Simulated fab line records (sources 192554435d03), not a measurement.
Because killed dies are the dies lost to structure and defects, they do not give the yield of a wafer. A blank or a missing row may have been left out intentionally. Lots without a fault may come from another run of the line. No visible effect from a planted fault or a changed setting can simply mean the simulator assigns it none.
Split-lot study | flow n5 finfet | route with 1938 steps; 7 lots, 21 wafers read

THE SPLIT ITSELF
At N5_SDB_ALD_29 (deposits SiNx, target thk 30 nm, pulse time 1 s, ald cycles 600), the setting ald cycles was moved away from the recipe's 600 on 8 of the 21 wafers read, by -14.5% to +11.0%. This setting was run at the recipe's value on the other wafers.

The reading is taken at the split's own step.

THE READING
SiNx_of_SDB_ALD_29.thk nm (the simulator's own value, which no gauge read), in nm, at N5_SDB_ALD_29 (deposits SiNx, target thk 30 nm, pulse time 1 s, ald cycles 600). There is no usual value for it anywhere in the file. Average 30.0 nm, standard deviation 0.15 nm, over the 13 wafers here run with the recipe.

wafer  | tool, chamber at the split | ald cycles as run | against the recipe | SiNx_of_SDB_ALD_29.thk nm, nm | against lot-mates on the recipe
L074.3 | ald sin-02, 2,1,2          | 600               | recipe             | 29.8                          | -
L074.5 | ald sin-02, 2,1,2          | 600               | recipe             | 29.8                          | -
L074.6 | ald sin-02, 2,1,2          | 600               | recipe             | 29.8                          | -
L075.2 | ald sin-01, 0,3            | 638               | +6.3%              | 32                            | +1.8
L075.4 | ald sin-01, 0,3            | 638               | +6.3%              | 32                            | +1.8
L075.6 | ald sin-01, 0              | 600               | recipe             | 30.2                          | -
L077.2 | ald sin-03, 2              | 529               | -11.8%             | 26.2                          | -3.9
L077.3 | ald sin-03, 1              | 600               | recipe             | 30.2                          | -
L077.4 | ald sin-03, 0              | 600               | recipe             | 30                            | -
L079.1 | ald sin-02, 0              | 600               | recipe             | 29.8                          | -
L079.2 | ald sin-02, 2              | 666               | +11.0%             | 33.2                          | +3.4
L079.6 | ald sin-02, 1              | 666               | +11.0%             | 33.4                          | +3.6
L085.2 | ald sin-01, 3              | 600               | recipe             | 30.2                          | -
L085.5 | ald sin-01, 1,2            | 600               | recipe             | 30                            | -
L085.6 | ald sin-01, 1,2            | 600               | recipe             | 30                            | -
L089.1 | ald sin-01, 0              | 513               | -14.5%             | 25.6                          | -4.4
L089.3 | ald sin-01, 2              | 513               | -14.5%             | 26                            | -4.0
L089.6 | ald sin-01, 3              | 600               | recipe             | 30                            | -
L097.1 | ald sin-02, 3              | 546               | -9.0%              | 27.2                          | -2.7
L097.2 | ald sin-02, 1              | 600               | recipe             | 29.8                          | -
L097.4 | ald sin-02, 2              | 600               | recipe             | 30                            | -
If several chambers appear in one row, that row covers several wafers at once and the file leaves open which wafer was in which chamber.

FIT RESULTS
A straight line over all 21 wafers: SiNx_of_SDB_ALD_29.thk nm changes by +0.301 nm for each +1% of ald cycles; r = +1.00; the points scatter about the line by 0.17 nm.
The same after taking each lot's own level away (the mean of its wafers on the recipe; 21 wafers): +0.303 nm for each +1%; r = +1.00; scatter 0.15 nm.
That fit puts the effect of the largest move of ald cycles on the reading at 4.4 nm.
Across the lots, their own levels run from 29.80 to 30.20 nm, a range of 2.6 times the standard deviation given above.
Hence the lot-to-lot level has little effect on the slope; both slopes agree.
Check: for one of the wafers moved furthest among these (-14.5%), held out of the fit, the line's prediction against its lot-mates is -4.38 nm. It came out at -4.4 nm against them.

THE WHOLE CHAIN: every reading that the file lists as answering this split, in the file's order
step          | what it does                                                      | reading                                                                    | change (the file's fit)                                                            | r (the file's)
N5_SDB_ALD_29 | deposits SiNx, target thk 30 nm, pulse time 1 s, ald cycles 600   | SiNx_of_SDB_ALD_29.thk nm (the simulator's own value, which no gauge read) | +0.306 nm for each +1% of the setting                                              | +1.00
N5_SDB_CMP_30 | polishes, stops on poly-Si, t overpolish 1.54 s, target thk 30 nm | SiNx_of_SDB_ALD_29.thk nm (the simulator's own value, which no gauge read) | not straight: 25.8 at the lowest setting, 29.97 at the recipe, 29.6 at the highest | not given

FILE'S OWN FIT
SiNx_of_SDB_ALD_29.thk nm changes by +0.306 nm for each +1% of ald cycles, r = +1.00.
